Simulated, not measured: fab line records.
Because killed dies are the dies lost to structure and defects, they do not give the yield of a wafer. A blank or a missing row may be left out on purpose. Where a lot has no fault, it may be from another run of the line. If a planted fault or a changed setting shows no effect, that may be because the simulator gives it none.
Chamber matching -- flow n5_finfet -- N5_BEOL_M7_ALD_77 on ald_metal-01 has 4 sister chambers
The step deposits TaN, target thk 2 nm, pulse time 2 s, purge time 3 s. 7 wafers are shown with their chamber, then 7 later ones without.

== WAFERS WITH THEIR CHAMBER ==
wafer,chamber,heater_power_w (W),chamber_pressure_Torr (Torr)
L088.3,1,433,2.994
L088.4,3,386,2.982
L093.2,0,406,3.007
L093.4,1,441,3.009
L093.6,3,395,2.996
L091.3,2,454,3.003
L091.5,0,406,3.000

== WAFERS WHOSE CHAMBER IS MISSING ==
wafer,heater_power_w (W),chamber_pressure_Torr (Torr)
L091.6,444,3.007
L094.3,448,3.004
L094.5,454,3.006
L094.6,379,3.003
L096.1,401,2.992
L096.4,438,3.004
L096.5,439,2.994

== CHAMBER TAKEN BY EACH ==
wafer,from the rows above,in truth
L091.6,can't be placed: 1 or 2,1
L094.3,can't be placed: 2 or 1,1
L094.5,2,2
L094.6,3,3
L096.1,can't be placed: 0 or 3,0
L096.4,1,1
L096.5,1,1
Correctly placed: 4 of 7. Cannot be placed on the basis of these rows: 3; the candidates contain the true chamber in 3. Placed wrongly: 0.
How it was worked out, from the rows above alone: a wafer's distance from a chamber is the root of the sum, over the readings, of the square of ((its reading less the chamber's mean) divided by the reading's scatter). If the next closest chamber is less than 2 further off than the closest, the wafer can't be placed; otherwise it belongs to the closest. The mean given for a chamber averages the wafers shown for that chamber. The scatter: the root of (the sum of the squares of (reading less its chamber's mean) over the shown wafers, divided by (wafers less chambers)).
